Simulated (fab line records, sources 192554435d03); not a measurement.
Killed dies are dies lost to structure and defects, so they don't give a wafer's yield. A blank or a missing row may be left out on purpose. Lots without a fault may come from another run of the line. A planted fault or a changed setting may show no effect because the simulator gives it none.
Which tool did it? | flow n5_finfet | 11 lots, 33 wafers sampled, at 2 steps of a route of 1938

WHAT THE GAUGES READ, wafer by wafer
N5_PASSIVATION_OVL_MEAS_63.
lot  | measured     | on         | PAD_OVL (nm)
L863 | day 12 07:11 | overlay-01 | -12 -8 -10
L865 | day 12 18:35 | overlay-01 | -5 -8 -6
L869 | day 13 09:23 | overlay-02 | -8 -11 -22
L870 | day 13 22:14 | overlay-02 | -3 -2 -6
L871 | day 14 02:58 | overlay-01 | 3 -1 -3
L872 | day 14 12:00 | overlay-01 | -8 -3 -5
L873 | day 15 13:28 | overlay-01 | 2 -8 -1
L874 | day 14 18:27 | overlay-01 | -7 -14 -8
L878 | day 16 19:58 | overlay-02 | -12 1 -6
L882 | day 17 11:28 | overlay-02 | 1 5 -4
L885 | day 18 07:05 | overlay-02 | 0 1 3

WHICH TOOL RAN EACH LOT (tool, then ch and the chambers of the sampled wafers, then the start)
lot  | N5_BEOL_M1_SPUTTER_90
L863 | pvd_sputter-03, day 6 16:43
L865 | pvd_sputter-02, day 7 04:50
L869 | pvd_sputter-02, day 8 02:20
L870 | pvd_sputter-02, day 8 10:21
L871 | pvd_sputter-02, day 8 16:26
L872 | pvd_sputter-01, day 8 17:42
L873 | pvd_sputter-01, day 9 10:15
L874 | pvd_sputter-02, day 9 10:53
L878 | pvd_sputter-03, day 10 09:55
L882 | pvd_sputter-02, day 12 00:56
L885 | pvd_sputter-02, day 12 10:48
- N5_BEOL_M1_SPUTTER_90: material Cu, target thk 4.5 nm, time 8.29 s.

THE ANSWER, worked out from the rows above alone
Rule: what is usual is taken from the lots themselves. Put in order of their means at a reading, lots are off if they are a third of the lots or fewer, leave a main group of 4 or more, and stand apart from it by a gap of 3 or more times the standard deviation of the main group's means; of several such gaps the widest counts. A main group whose means are all the same, to the digits that the tables above print for the reading, isn't used. A lot without any number at a reading at which 4 lots or more have one is off too. The other lots that the step has rows for count as sound.
No lot is off at any reading shown: from this, nothing can be told.

WHAT THE SIMULATOR HAD PUT IN
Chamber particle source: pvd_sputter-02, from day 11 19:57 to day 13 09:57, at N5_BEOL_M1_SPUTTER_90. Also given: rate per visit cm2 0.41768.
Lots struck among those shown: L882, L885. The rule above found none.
